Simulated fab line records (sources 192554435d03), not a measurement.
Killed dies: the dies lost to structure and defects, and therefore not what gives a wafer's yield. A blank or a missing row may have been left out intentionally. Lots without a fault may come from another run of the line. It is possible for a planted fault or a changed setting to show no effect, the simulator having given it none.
2 desks, one fault :: flow n5_finfet :: only its own numbers are on each desk; what lay behind them is given at the end

## METROLOGY DESK
What the gauges read, lot by lot, whatever tool the lot ran on: means of the sampled wafers that have a number. Marked OUT: a lot whose mean sits more than 4 standard deviations from the usual mean, which makes it out of limits; the brackets give that distance. It has 27 readings; the 7 that lie furthest out on some lot are the ones shown.
Columns: A = etest_temp_c at N5_BEOL_M15_RC_MEAS_101, usual 25.00 C; B = COMB_M8 at N5_BEOL_M15_RC_MEAS_101, usual 2.7e-11 S/m; C = COMB_M9 at N5_BEOL_M15_RC_MEAS_101, usual 1.5e-11 S/m; D = SERP_M6 at N5_BEOL_M15_RC_MEAS_101, usual 13.7 ohm/um; E = SERP_M7 at N5_BEOL_M15_RC_MEAS_101, usual 14.0 ohm/um; F = SERP_M7_max_site at N5_BEOL_M15_RC_MEAS_101, usual 14.6 ohm/um; G = SERP_M9 at N5_BEOL_M15_RC_MEAS_101, usual 3.08 ohm/um
lot: L131
first seen here: day 12 20:56
A: 25.09
B: 2.4e-11
C: 1.5e-11
D: 13.6
E: 13.7
F: 14.3
G: 2.95

lot: L130
first seen here: day 12 23:19
A: 24.98
B: 2.7e-11
C: 1.5e-11
D: 14.7
E: 14.2
F: 14.9
G: 3.07

lot: L137
first seen here: day 14 23:18
A: 24.93
B: 1.6e-11
C: 1.7e-11
D: 13.7
E: 15.5
F: 16.0
G: 2.99

lot: L143
first seen here: day 16 10:28
A: 25.06
B: 3.5e-11
C: 1.1e-11
D: 13.4
E: 13.7
F: 14.3
G: 3.08

lot: L144
first seen here: day 17 02:21
A: 25.12
B: 2.3e-11
C: 1.6e-11
D: 13.2
E: 14.1
F: 14.7
G: 3.11

lot: L147
first seen here: day 17 17:55
A: 24.86
B: 2.6e-11
C: 1.5e-11
D: 13.5
E: 14.1
F: 14.7
G: 3.29

lot: L148
first seen here: day 17 23:52
A: 24.98
B: 3.0e-11
C: 2.0e-11
D: 13.7
E: 14.0
F: 14.7
G: 3.12

lot: L149
first seen here: day 18 06:19
A: 24.85
B: 3.0e-11
C: 1.6e-11
D: 14.0
E: 14.3
F: 14.9
G: 3.01
This desk's finding: nothing out of limits on any of the 8 lots.

## AT THE TOOL OWNER'S DESK: ald_metal-04
The tool's own readings at N5_BEOL_M7_ALD_77 (deposits TaN, target thk 2 nm, pulse time 2 s, purge time 3 s): means of the sampled wafers that have a number, for each lot that ran on this tool. Marked OUT: a lot whose mean sits more than 4 standard deviations from the usual mean, which makes it out of limits; the brackets give that distance.
Columns: A = heater_power_w at N5_BEOL_M7_ALD_77, usual 420 W; B = susceptor_temp_C at N5_BEOL_M7_ALD_77, usual 275.00 C
lot: L130
first seen here: day 10 15:37
A: 430
B: 274.93

lot: L137
first seen here: day 11 23:55
A: 427
B: 274.99

lot: L148
first seen here: day 15 06:29
A: 430
B: 274.99

lot: L147
first seen here: day 15 09:22
A: 415
B: 274.94
This desk's finding: nothing out of limits on any of the 4 lots.

## ALL TOGETHER
From the metrology desk's view, nothing was out of limits.
The tool owner's desk saw nothing out of limits.

## WHAT THE SIMULATOR PUT IN
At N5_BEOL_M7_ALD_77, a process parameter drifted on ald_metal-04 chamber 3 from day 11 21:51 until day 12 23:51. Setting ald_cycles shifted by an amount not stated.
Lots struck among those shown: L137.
